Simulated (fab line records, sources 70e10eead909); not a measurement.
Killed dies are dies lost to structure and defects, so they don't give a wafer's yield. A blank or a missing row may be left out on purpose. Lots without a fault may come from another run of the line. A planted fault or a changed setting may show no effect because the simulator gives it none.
fab line records | flow nand_harc
record lots=6 wafers=18 last_day=34
route steps=1302 shown P_GATE@127
lots that met no fault: from a run of the same line without faults
start_h: hours from the record's first day to the start of the lot's first wafer shown | wait_h: hours since the lot's step before | " the same as in the row above | L1.1+2: a row that stands for several wafers | - no value, or no start given | * or withheld: withheld | < > ~ a bound
route shown NAME@n: a module of which the file shows steps, and the number in the route of the first | usual: mean/standard deviation of fault-free wafers | same: alike in all rows | chamber/n: place in a boat | sites: the reading at each site | _std_site: their standard deviation | _edge_site: outer sites' mean less inner sites' | radius_mm: how far each site lies from the wafer's centre | mask NAME#n: copy n | behind: the tool/chamber that last shaped the wafer | hold: why the lot was held/for how many hours/how that ended | device: the transistor (n, p or np) that didn't switch | end of line: the same wafers' tests at the end of the route | a step without rows: its recipe alone | killed: dies lost to structure and defects at the first sort, not the wafer's yield | map: a wafer's dies, x killed, . not, _ none there
set.NAME: the setting as run; set.NAME@STEP: as run at that earlier step | model.NAME: the simulator's own value behind a step, which no gauge read
lots at some steps of the route; a table a step, a row a wafer
services: from which hour (start_h, from the record's first day; less than 0 if before it) a tool's chamber was out of use, for how many hours, and why
## steps
# step NHARC_P_GATE_PRECLEAN_71
# recipe time_s=* temp_c=50 bath_age_min=0 chemistry=SC1
# step NHARC_P_GATE_SRD_72
# step NHARC_P_GATE_OXIDE_16
# recipe target_thk_a=30 temp_c=875 ox_time_s=392 material=SiO2
# step NHARC_P_GATE_CVD_17
# recipe target_thk_a=1500 temp_c=620 time_s=900 material=poly-Si
# step NHARC_P_GATE_HM_DEP_102
# recipe target_thk_a=1200 temp_c=400 material=aC
# usual throttle_valve_pct=35.001/0.009
# columns lot.wafer tool chamber start_h wait_h throttle_valve_pct
L548.1 acl_dep-01 0 146.54 0.4 34.997
L548.4 " 0 " " 35.004
L548.6 " 0 " " 35.008
L558.4 acl_dep-03 0 243.51 1.4 35.013
L558.5 " 0 " " 35.005
L558.6 " 0 " " 35.006
L559.1 acl_dep-03 0 261.09 6.4 35.005
L559.2 " 0 " " 35.000
L559.4 " 0 " " 35.008
L562.1 acl_dep-01 0 294.89 2.6 35.000
L562.3 " 0 " " 34.999
L562.6 " 0 " " 35.009
L565.2 acl_dep-01 0 314.12 2.6 35.011
L565.5 " 0 " " 34.997
L565.6 " 0 " " 35.010
L566.1 acl_dep-03 0 328.32 3.1 34.999
L566.2 " 0 " " 35.011
L566.5 " 0 " " 35.004
# step NHARC_P_GATE_DEP_103
# recipe target_thk_a=300 target_thk_nm=30 temp_c=400 flow_sccm=200 rf_w=350 material=SiON
# usual heater_power_w=802/74
# columns lot.wafer tool chamber start_h wait_h heater_power_w
L548.1 pecvd-02 1 147.26 0.6 714
L548.6 " 2 " " 873
L548.4 " 1 " " 705
L558.4 pecvd-03 2 243.94 0.3 760
L558.6 " 0 " " 719
L558.5 " 1 " " 636
L559.1 pecvd-02 1 261.75 0.6 824
L559.2 " 2 " " 834
L559.4 " 0 " " 872
L562.1 pecvd-02 0 295.58 0.6 877
L562.3 " 1 " " 807
L562.6 " 1 " " 813
L565.2 pecvd-02 2 314.76 0.5 818
L565.6 " 0 " " 855
L565.5 " 1 " " 679
L566.1 pecvd-03 0 329.01 0.6 757
L566.2 " 1 " " 752
L566.5 " 2 " " 818
# step NHARC_P_GATE_DEHYDRATE_18
# recipe temp_c=150 time_s=120
# step NHARC_P_GATE_HMDS_19
# recipe time_s=30
# step NHARC_P_GATE_COAT_20
# recipe spin_rpm=1500 resist_thk_nm=90
# step NHARC_P_GATE_SOFTBAKE_21
# recipe temp_c=105 time_s=55
# step NHARC_P_GATE_EBR_22
# step NHARC_P_GATE_EXPOSE_23
# recipe na=1.35 target_cd_nm=120 dose_mj=93.91 mask_id=P_GATE
# step NHARC_P_GATE_PEB_24
# recipe peb_temp_c=100 peb_time_s=65
# columns lot.wafer tool chamber start_h wait_h
L548.1+4+6 litho_track-06 0 147.80 0.1
L558.4+5+6 litho_track-06 0 244.33 0.0
L559.1+2+4 litho_track-06 0 262.23 0.1
L562.1+3+6 litho_track-04 0 296.15 0.1
L565.2+5+6 litho_track-01 0 315.30 0.1
L566.1+2+5 litho_track-04 0 329.58 0.1
# step NHARC_P_GATE_DEVELOP_25
# recipe develop_time_s=35 dev_temp_c=23
# step NHARC_P_GATE_CD_MEAS_26
# recipe target_cd_nm=120 landing_energy_ev=500
# usual cd_nm=119.8/0.61
# columns lot.wafer tool chamber start_h wait_h cd_nm
L548.1 cd_sem-03 0 147.88 - 119.6
L548.4 " 0 " " 119.7
L548.6 " 0 " " 119.6
L558.4 cd_sem-03 0 244.41 - 111.8
L558.5 " 0 " " 112.9
L558.6 " 0 " " 111.5
L559.1 cd_sem-03 0 262.31 - 112.1
L559.2 " 0 " " 113.3
L559.4 " 0 " " 114.5
L562.1 cd_sem-03 0 296.23 - 119.0
L562.3 " 0 " " 119.8
L562.6 " 0 " " 119.9
L565.2 cd_sem-01 0 315.38 - 119.9
L565.5 " 0 " " 119.4
L565.6 " 0 " " 119.4
L566.1 cd_sem-01 0 329.66 - 118.9
L566.2 " 0 " " 120.4
L566.5 " 0 " " 120.0
# step NHARC_P_GATE_OVL_MEAS_27
# usual overlay_x_nm=0.0/0.92 overlay_y_nm=-0.2/0.71
# columns lot.wafer tool chamber start_h wait_h overlay_x_nm overlay_y_nm
L548.1 overlay-01 - 147.97 - 0.1 0.1
L548.4 " - " " 1.2 -0.1
L548.6 " - " " 0.6 0.3
L558.4 overlay-01 - 244.49 - 0.3 0.1
L558.5 " - " " 0.4 0.0
L558.6 " - " " 0.1 0.0
L559.1 overlay-02 - 262.40 - 1.2 -1.4
L559.2 " - " " 1.0 -1.6
L559.4 " - " " 1.3 -0.7
L562.1 overlay-01 - 296.31 - -0.3 -0.6
L562.3 " - " " -0.5 -0.8
L562.6 " - " " -0.6 -0.6
L565.2 overlay-02 - 315.46 - 0.3 1.5
L565.5 " - " " -0.1 1.2
L565.6 " - " " 0.3 1.3
L566.1 overlay-01 - 329.74 - 0.1 -0.8
L566.2 " - " " 0.2 -0.1
L566.5 " - " " 0.9 -0.3
# step NHARC_P_GATE_INSPECT_28
# usual raw_defect_count=6.7/3
# columns lot.wafer tool chamber start_h wait_h raw_defect_count
L548.1 defect_inspect-02 - 148.00 0.0 10
L548.4 " - " " 8
L548.6 " - " " 8
L558.4 defect_inspect-02 - 244.53 0.0 2
L558.5 " - " " 7
L558.6 " - " " 11
L559.1 defect_inspect-02 - 262.44 0.0 7
L559.2 " - " " 5
L559.4 " - " " 3
L562.1 defect_inspect-02 - 296.35 0.0 5
L562.3 " - " " 9
L562.6 " - " " 10
L565.2 defect_inspect-02 - 315.50 0.0 2
L565.5 " - " " 3
L565.6 " - " " 3
L566.1 defect_inspect-02 - 329.78 0.0 4
L566.2 " - " " 4
L566.5 " - " " 4
# step NHARC_P_GATE_DESCUM_31
# recipe time_s=3 o2_flow_sccm=200 ar_flow_sccm=0 bias_power_w=0 chemistry=O2
# usual drypump_motor_current_A=5.6/0.38 oes_product_au=1.001/0.011 rf_vpp_V=58.2/0.87 showerhead_plenum_p_Torr=1.99/0.074 throttle_valve_pct=11.312/0.0099
# columns lot.wafer tool chamber start_h wait_h drypump_motor_current_A oes_product_au rf_hours_counter_h rf_vpp_V showerhead_plenum_p_Torr throttle_valve_pct model.P_GATE.cd_nm
L548.4 rie_diel-06 1 148.06 0.1 6.0 1.009 0.5 59.0 2.04 11.307 120.2
L548.1 " 2 " " 5.4 0.988 0.2 57.7 2.01 11.309 119.4
L548.6 " 1 " " 6.1 1.001 - 59.4 2.04 11.283 120.5
L558.4 rie_diel-06 1 244.60 0.1 6.1 1.003 5.9 58.2 2.04 11.313 113.1
L558.6 " 0 " " 5.1 1.013 - 56.9 1.98 11.286 111.5
L558.5 " 1 " " 6.0 1.009 - 57.9 2.04 11.316 113.9
L559.2 rie_diel-03 0 262.50 0.1 6.4 1.019 5.8 57.7 1.84 11.298 113.2
L559.1 " 2 " " 5.4 0.988 5.8 56.6 1.87 11.314 111.7
L559.4 " 3 " " 5.7 0.998 6.0 59.0 2.06 11.323 114.1
L562.3 rie_diel-11 1 296.41 0.1 5.9 0.999 2.0 60.3 2.02 11.312 119.7
L562.1 " 3 " " 5.5 1.007 2.8 58.1 1.85 11.319 119.8
L562.6 " 2 " " 5.1 0.993 - 58.5 2.06 11.320 119.7
L565.2 rie_diel-11 3 315.58 0.1 5.5 1.005 3.2 57.1 1.85 11.307 119.5
L565.6 " 1 " " 5.9 0.996 - 58.0 2.02 11.326 119.1
L565.5 " 2 " " 5.1 0.972 - 57.7 2.05 11.321 119.5
L566.1 rie_diel-03 0 329.85 0.1 6.4 1.007 2.5 57.7 1.84 11.303 119.5
L566.2 " 1 " " 5.4 1.006 2.1 57.5 1.95 11.303 120
L566.5 " 0 " " 6.4 1.003 - 58.1 1.84 11.323 120.2
# step NHARC_P_GATE_ETCH_104
# recipe target_depth_a=600 time_s=withheld cf4_flow_sccm=100 chf3_flow_sccm=30 ar_flow_sccm=0 rf_w=500 bias_w=200 chemistry=CF4/CHF3
# usual bias_w=200.0/0.61 drypump_motor_current_A=5.6/0.35 oes_product_au=0.949/0.024 rf_vpp_V=372.3/2 showerhead_plenum_p_Torr=1.63/0.059 throttle_valve_pct=16.801/0.0085
# columns lot.wafer tool chamber start_h wait_h bias_w drypump_motor_current_A oes_product_au rf_vpp_V showerhead_plenum_p_Torr throttle_valve_pct
L548.4 rie_diel-06 0 148.15 0.1 199.0 5.0 0.981 372.6 1.63 16.799
L548.1 " 3 " " 199.9 5.6 0.976 374.7 1.68 16.804
L548.6 " 0 " " 199.7 5.1 0.987 373.5 1.63 16.790
L558.4 rie_diel-06 0 244.68 0.1 200.1 5.0 0.983 371.2 1.63 16.794
L558.5 " 1 " " 199.4 6.0 0.952 373.4 1.67 16.813
L558.6 " 2 " " 200.1 5.4 0.964 372.4 1.65 16.792
L559.2 rie_diel-03 2 262.59 0.1 200.8 5.4 0.927 369.8 1.54 16.821
L559.1 " 3 " " 199.5 5.7 0.921 374.5 1.69 16.795
L559.4 " 0 " " 199.4 6.4 0.935 367.9 1.52 16.803
L562.1 rie_diel-11 2 296.51 0.1 200.1 5.1 0.922 372.6 1.68 16.796
L562.3 " 3 " " 199.6 5.5 0.934 368.1 1.53 16.807
L562.6 " 0 " " 199.8 5.8 0.917 369.4 1.53 16.797
L565.2 rie_diel-11 3 315.65 0.1 200.1 5.5 0.936 368.5 1.53 16.812
L565.6 " 2 " " 200.3 5.1 0.915 374.2 1.68 16.803
L565.5 " 3 " " 199.2 5.6 0.926 368.0 1.53 16.801
L566.2 rie_diel-03 1 329.93 0.1 199.4 5.4 0.928 372.2 1.60 16.795
L566.1 " 2 " " 199.6 5.4 0.915 369.7 1.54 16.801
L566.5 " 1 " " 199.2 5.4 0.928 371.9 1.60 16.800
# step NHARC_P_GATE_HM_OPEN_105
# recipe target_depth_a=3600 o2_flow_sccm=400 cos_flow_sccm=20 ar_flow_sccm=0 rf_w=500 bias_w=300 chemistry=O2/COS
# step NHARC_P_GATE_STRIP_106
# recipe o2_flow_sccm=400 cos_flow_sccm=20 ar_flow_sccm=0 bias_w=0 chemistry=O2/COS
# step NHARC_P_GATE_ETCH_114
# recipe target_depth_a=300 overetch_a=30 time_s=16.5 ion_energy_ev=100 cf4_flow_sccm=80 o2_flow_sccm=20 ar_flow_sccm=0 rf_w=300 bias_w=100 chemistry=CF4/O2
# usual bias_w=100.02/0.29 drypump_motor_current_A=5.6/0.36 oes_product_au=1.002/0.011 rf_vpp_V=198.8/1.3 showerhead_plenum_p_Torr=1.38/0.053 throttle_valve_pct=13.396/0.01
# columns lot.wafer tool chamber start_h wait_h bias_w drypump_motor_current_A oes_product_au rf_hours_counter_h rf_vpp_V showerhead_plenum_p_Torr throttle_valve_pct
L548.4 rie_diel-06 0 - - 99.53 5.0 1.003 0.5 198.5 1.38 13.404
L548.1 " 2 " " 99.94 5.4 0.994 0.3 199.7 1.40 13.383
L548.6 " 3 " " 100.08 5.6 1.006 - 199.9 1.43 13.401
L558.4 rie_diel-06 1 - - 99.88 6.0 0.991 5.9 197.8 1.42 13.392
L558.5 " 1 " " 100.11 6.0 1.000 - 202.1 1.42 13.390
L558.6 " 2 " " 99.80 5.5 1.003 - 201.3 1.40 13.400
L559.4 rie_diel-03 0 - - 99.96 6.4 0.995 5.8 197.9 1.28 13.411
L559.1 " 2 " " 100.01 5.4 0.992 5.9 196.6 1.30 13.386
L559.2 " 3 " " 100.17 5.7 0.986 6.0 200.7 1.44 13.390
L562.3 rie_diel-11 2 - - 100.02 5.1 0.986 2.9 200.1 1.43 13.399
L562.1 " 3 " " 99.76 5.5 1.001 2.8 199.0 1.29 13.399
L562.6 " 0 " " 99.82 5.8 0.991 - 196.3 1.29 13.411
L565.2 rie_diel-11 3 - - 99.99 5.5 1.024 3.3 196.4 1.29 13.414
L565.6 " 3 " " 99.63 5.5 1.013 - 195.9 1.29 13.409
L565.5 " 0 " " 99.69 5.8 0.998 - 197.3 1.29 13.396
L566.1 rie_diel-03 3 - - 100.34 5.7 0.984 2.2 198.3 1.43 13.412
L566.2 " 1 " " 99.58 5.4 0.997 2.2 197.7 1.36 13.419
L566.5 " 3 " " 99.64 5.7 0.993 - 199.2 1.43 13.397
# step NHARC_P_GATE_ETCH_32
# recipe target_depth_a=1500 over_etch_frac=1 over_etch_ion_energy_ev=40 time_s=100.1 hbr_flow_sccm=150 cl2_flow_sccm=50 rf_w=400 icp_w=400 bias_w=100 chemistry=HBr/Cl2
# usual bias_w=100.03/0.28 drypump_motor_current_A=5.7/0.38 oes_product_au=0.998/0.013 throttle_valve_pct=26.406/0.0092
# columns lot.wafer tool chamber start_h wait_h bias_w drypump_motor_current_A oes_product_au rf_hours_counter_h throttle_valve_pct model.P_GATE.cd_nm
L548.4 rie_si-04 0 148.53 - 100.07 5.2 0.990 1.0 26.400 119.2
L548.1 " 3 " " 99.78 5.4 0.992 0.8 26.422 120.2
L548.6 " 0 " " 99.77 5.2 0.985 - 26.402 125.3
L558.4 rie_si-04 2 245.10 - 99.63 6.2 1.011 0.4 26.422 112.3
L558.6 " 3 " " 99.79 5.4 1.010 - 26.407 109.8
L558.5 " 0 " " 99.94 5.2 0.995 - 26.381 113
L559.2 rie_si-04 0 262.96 - 100.36 5.2 0.996 0.6 26.409 115.6
L559.4 " 1 " " 100.66 5.5 1.001 0.6 26.387 118.1
L559.1 " 2 " " 99.95 6.2 1.009 0.5 26.392 113.7
L562.1 rie_si-04 1 296.90 - 100.52 5.5 1.009 0.8 26.410 124.4
L562.3 " 2 " " 99.67 6.2 1.008 0.7 26.406 120.7
L562.6 " 0 " " 100.20 5.2 0.990 - 26.392 121
L565.2 rie_si-04 1 316.07 - 100.00 5.5 0.996 0.9 26.399 121.1
L565.6 " 2 " " 100.17 6.2 1.013 - 26.409 123.4
L565.5 " 3 " " 100.02 5.4 1.002 - 26.405 120
L566.2 rie_si-04 2 330.30 - 100.38 6.2 1.017 1.0 26.405 126.3
L566.1 " 0 " " 99.72 5.2 0.983 1.0 26.404 116.9
L566.5 " 3 " " 100.38 5.4 1.007 - 26.409 119.6
# step NHARC_P_GATE_STRIP_108
# recipe o2_flow_sccm=500 ar_flow_sccm=0 bias_w=0 chemistry=O2
# usual drypump_motor_current_A=5.6/0.38 oes_product_au=0.999/0.011 rf_vpp_V=57.9/0.96 showerhead_plenum_p_Torr=3.62/0.15 throttle_valve_pct=17.035/0.0085
# same bias_w=0
# columns lot.wafer tool chamber start_h wait_h drypump_motor_current_A oes_product_au rf_hours_counter_h rf_vpp_V showerhead_plenum_p_Torr throttle_valve_pct
L548.1 rie_diel-03 1 148.70 - 5.4 1.026 0 57.4 3.60 17.035
L548.4 " 2 " " 5.4 0.994 0 57.3 3.46 17.039
L548.6 " 1 " " 5.4 1.015 - 59.2 3.60 17.044
L558.4 rie_diel-03 0 245.23 - 6.4 1.008 4 57.9 3.40 17.024
L558.5 " 3 " " 5.6 0.993 - 58.1 3.78 17.027
L558.6 " 0 " " 6.4 1.005 - 56.4 3.40 17.045
L559.1 rie_diel-06 3 263.12 - 5.6 1.014 7 57.8 3.75 17.030
L559.2 " 1 " " 6.1 1.004 7 58.2 3.74 17.036
L559.4 " 2 " " 5.5 0.991 7 58.0 3.70 17.048
L562.3 rie_diel-06 3 297.04 - 5.6 0.993 9 58.1 3.75 17.057
L562.1 " 1 " " 6.1 1.002 8 60.0 3.74 17.012
L562.6 " 0 " " 5.0 1.007 - 57.6 3.65 17.034
L565.2 rie_diel-03 1 316.19 - 5.4 1.008 2 57.3 3.60 17.039
L565.5 " 1 " " 5.4 0.999 - 58.9 3.60 17.049
L565.6 " 2 " " 5.4 0.992 - 58.3 3.45 17.022
L566.2 rie_diel-06 3 330.48 - 5.6 1.009 1 57.7 3.75 17.034
L566.1 " 1 " " 6.0 0.994 1 56.6 3.74 17.040
L566.5 " 3 " " 5.6 1.006 - 57.2 3.75 17.041
## services
# columns tool chamber start_h hours kind
rie_diel-06 - 130.20 9.0 pm
rie_si-04 2 131.25 2.3 repair
rie_diel-11 2 147.25 22.2 repair
rie_diel-03 1 155.32 20.9 repair
rie_si-04 - 165.65 9.0 pm
rie_diel-06 0 172.58 21.5 repair
pecvd-02 2 176.09 4.2 repair
litho_track-06 - 179.00 7.0 pm
acl_dep-01 - 187.14 13.0 pm
rie_diel-06 - 207.70 0.2 repair
rie_diel-11 - 212.22 1.4 repair
rie_diel-03 2 219.51 15.7 repair
rie_diel-03 - 219.99 0.7 repair
pecvd-02 - 227.02 13.0 pm
rie_diel-11 0 242.51 3.7 repair
rie_diel-11 - 255.50 9.0 pm
rie_si-04 0 265.32 9.1 repair
rie_diel-06 0 268.43 4.0 repair
pecvd-02 1 269.22 14.4 repair
rie_diel-03 - 281.31 9.0 pm
rie_si-04 - 284.36 0.4 repair
acl_dep-03 - 297.83 13.0 pm
rie_diel-06 - 307.20 9.0 pm
pecvd-02 - 307.47 1.5 repair
## key
first_sign step=NHARC_P_GATE_CD_MEAS_26 reading=cd_nm direction=down sigmas=12 usual=119.8 struck=112.7
effect none on later readings
model_effect step=NHARC_P_GATE_DESCUM_31 value=P_GATE.cd_nm without=120 struck=112.9
model_effect step=NHARC_P_GATE_ETCH_32 value=P_GATE.cd_nm without=120.9 struck=113.8
met_at NHARC_P_GATE_PEB_24
struck_wafers L558.4,L558.5,L558.6,L559.1,L559.2,L559.4
tester_left_out L558,L559
onset_between 147.80 244.33
fault kind=process_parameter_drift tool=litho_track-06 chamber=- onset_h=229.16 steps=NHARC_P_GATE_PEB_24 channel=peb_time_s offset=* shape=step end_h=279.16 acts_in=* stated=*
# tester_left_out: of these lots the tester's yield and bins aren't shown, on N5 and GAA mostly nor the transistor test; their killed dies are dies lost to structure and defects alone, not to doping, threshold or leakage, so they don't give the yield
